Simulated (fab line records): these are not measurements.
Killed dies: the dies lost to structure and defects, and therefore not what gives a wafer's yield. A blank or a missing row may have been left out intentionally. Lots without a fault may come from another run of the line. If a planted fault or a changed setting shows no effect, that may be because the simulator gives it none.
Chamber matching | flow n5_finfet | 4 sister chambers for N5_BEOL_M5_ETCH_75 on rie_diel-04
The step etches underlayer in N2/H2, target depth 6.5 nm, time 5.2 s. 4 wafers are shown with their chamber, then 7 later ones without.

WAFERS, EACH WITH ITS CHAMBER
wafer  | chamber | showerhead_plenum_p_Torr (Torr)
L085.1 | 2       | 2.49
L085.5 | 3       | 2.51
L086.2 | 1       | 2.64
L086.3 | 0       | 2.51

WAFERS WITH NO CHAMBER GIVEN
wafer  | showerhead_plenum_p_Torr (Torr)
L086.6 | 2.49
L090.1 | 2.49
L090.3 | 2.51
L090.4 | 2.64
L088.2 | 2.50
L088.3 | 2.49
L088.5 | 2.49

WHICH CHAMBER EACH WENT THROUGH
wafer  | from the rows above          | in truth
L086.6 | 2                            | 2
L090.1 | 2                            | 2
L090.3 | can't be placed: 0 or 3      | 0
L090.4 | 1                            | 1
L088.2 | can't be placed: 0 or 2 or 3 | 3
L088.3 | 2                            | 2
L088.5 | 2                            | 2
Correctly placed: 5 of 7. Can't be placed from these rows: 2 (the true chamber is among the candidates in 2). Wrongly placed: 0.
How it was worked out, from the rows above alone: a wafer's distance from a chamber is the root of the sum, over the readings, of the square of ((its reading less the chamber's mean) divided by the reading's scatter). If the next closest chamber is less than 2 further off than the closest, the wafer can't be placed; otherwise it belongs to the closest. Each chamber's mean is taken over the wafers shown for it. The scatter (one wafer shown for each chamber): square how far every hidden wafer sits from the nearest shown wafer, average those squares and take the square root.
